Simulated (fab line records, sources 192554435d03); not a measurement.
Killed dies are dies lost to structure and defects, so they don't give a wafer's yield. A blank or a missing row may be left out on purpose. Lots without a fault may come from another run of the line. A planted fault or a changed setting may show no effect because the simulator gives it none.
Chamber matching | flow n5_finfet | N5_BEOL_M9_CURE_72 on uv_cure-03: 3 sister chambers
The step cures SiCOH lowk, time 120 s. 6 wafers are shown with their chamber, then 7 later ones without.

WAFERS WITH THEIR CHAMBER
wafer  | chamber | wafer_temp_C_max | lamp_power_pct (%)
L086.3 | 1       | 371.1            | 52.22
L086.5 | 1       | 371.2            | 52.36
L089.5 | 0       | 370.9            | 52.28
L089.6 | 0       | 370.9            | 52.23
L096.2 | 2       | 372.5            | 52.33
L096.4 | 2       | 373.3            | 52.33

WAFERS WITHOUT THEIR CHAMBER
wafer  | wafer_temp_C_max | lamp_power_pct (%)
L096.6 | 373.1            | 52.34
L092.3 | 373.7            | 52.22
L092.5 | 372.8            | 52.25
L092.6 | 372.1            | 52.24
L095.1 | 371.1            | 52.38
L095.3 | 371.5            | 52.38
L095.4 | 371.3            | 52.32

WHICH CHAMBER EACH WENT THROUGH
wafer  | from the rows above          | in truth
L096.6 | 2                            | 2
L092.3 | 2                            | 2
L092.5 | 2                            | 2
L092.6 | can't be placed: 2 or 1 or 0 | 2
L095.1 | can't be placed: 1 or 0      | 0
L095.3 | can't be placed: 1 or 0      | 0
L095.4 | can't be placed: 1 or 0      | 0
Placed correctly: 3 of 7. Can't be placed from these rows: 4 (the true chamber is among the candidates in 4). Placed wrongly: 0.
How it was worked out, from the rows above alone: a wafer's distance from a chamber is the root of the sum, over the readings, of the square of ((its reading less the chamber's mean) divided by the reading's scatter). The wafer belongs to the nearest chamber; if the next one is less than 2 further off, it can't be placed. A chamber's mean is the mean of its shown wafers. The scatter: the root of (the sum of the squares of (reading less its chamber's mean) over the shown wafers, divided by (wafers less chambers)).
